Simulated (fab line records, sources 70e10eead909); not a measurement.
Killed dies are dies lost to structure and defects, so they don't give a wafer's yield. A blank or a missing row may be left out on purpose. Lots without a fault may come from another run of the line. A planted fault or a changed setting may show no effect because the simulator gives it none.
A struck lot beside a sound one | flow nand_harc | 15 steps out of a route of 1159
Sound: wafers L193.2, L193.3, L193.4. Struck: wafers L196.1, L196.5, L196.6. The cause comes at the end.
At each step with rows: each side's tool, then ch and its chambers, then its first start. Under that, the readings that differ: sound wafers | struck wafers | difference of the means | sigmas: that difference in standard deviations of wafers without a fault.
alike: readings whose means differ by less than 2 such deviations, and words and numbers that are the same on both sides. not compared: withheld readings, readings that some wafer has no value for, bounds like >300 that may hide the same value, and numbers for which the record gives no deviation and whose values overlap.
The two part at a step that has a row with sigmas, a row that says differs or no value, or rows on one side only. Numbers that don't overlap but have no deviation are shown without sigmas and don't part them. A reading that every wafer of one side lacks parts them only if that side has two wafers or more.

first, 7 steps without rows for these wafers: NHARC_P_GATE_HMDS_19 (time 30 s); NHARC_P_GATE_COAT_20 (resist thk 90 nm); NHARC_P_GATE_SOFTBAKE_21 (time 55 s); NHARC_P_GATE_EBR_22; NHARC_P_GATE_EXPOSE_23 (exposes mask P GATE, target cd 120 nm); NHARC_P_GATE_PEB_24 (peb time 65 s); NHARC_P_GATE_DEVELOP_25 (develop time 35 s).
NHARC_P_GATE_CD_MEAS_26: target cd 120 nm.
  sound on cd_sem-03 ch 0, day 6 08:46; struck on cd_sem-01 ch 0, day 6 19:46
  alike: cd_nm
NHARC_P_GATE_OVL_MEAS_27:
  sound on overlay-02, day 6 08:52; struck on overlay-02, day 6 19:51
  alike: overlay_x_nm, overlay_y_nm
NHARC_P_GATE_INSPECT_28:
  sound on defect_inspect-02, day 6 08:53; struck on defect_inspect-02, day 6 19:53
  alike: raw_defect_count
NHARC_P_GATE_DESCUM_31: chemistry O2, time 3 s.
  sound on rie_diel-12 ch 0,1,3, day 6 08:58; struck on rie_diel-11 ch 1,2, day 6 19:57
  alike: drypump_motor_current_A, oes_product_au, rf_vpp_V, showerhead_plenum_p_Torr, throttle_valve_pct
  not compared: rf_hours_counter_h
NHARC_P_GATE_ETCH_104: etches the open film in CF4/CHF3, target depth 60 nm.
  sound on rie_diel-12 ch 0,2,3, day 6 09:02; struck on rie_diel-11 ch 0,1, day 6 20:02
  reading               | sound             | struck            | difference | sigmas
  oes_product_au (a.u.) | 0.925 0.929 0.923 | 0.986 0.991 0.988 | +0.063     | +3
  alike: drypump_motor_current_A, rf_vpp_V, showerhead_plenum_p_Torr, throttle_valve_pct
NHARC_P_GATE_HM_OPEN_105: chemistry O2/COS, target depth 360 nm.
  sound on rie_diel-12 ch 1,2,3, day 6 09:00; struck on rie_diel-11 ch 0,1,3, day 6 20:00
  no value came back on the struck wafers for any of 8 readings (bias_w (W), chamber_pressure_mTorr (mTorr) and others); on the sound wafers bias_w (W) reads 301.4 298.7 300.1
then, 1 step without rows for these wafers: NHARC_P_GATE_STRIP_106 (strips in O2/COS).
-- the record jumps here: 15 days lie between the struck wafers' starts before and after (it left off in module P_GATE and takes up again in module END, whose first step shown is number 1159 of the route) --
NHARC_END_SORT_01:
  the record has rows for the struck wafers here (prober-02 ch 0, day 21 12:54) and none for the sound ones

WHERE THEY PART
First at NHARC_P_GATE_ETCH_104; last, within this record, at NHARC_END_SORT_01.

WHY: what the simulator had put in
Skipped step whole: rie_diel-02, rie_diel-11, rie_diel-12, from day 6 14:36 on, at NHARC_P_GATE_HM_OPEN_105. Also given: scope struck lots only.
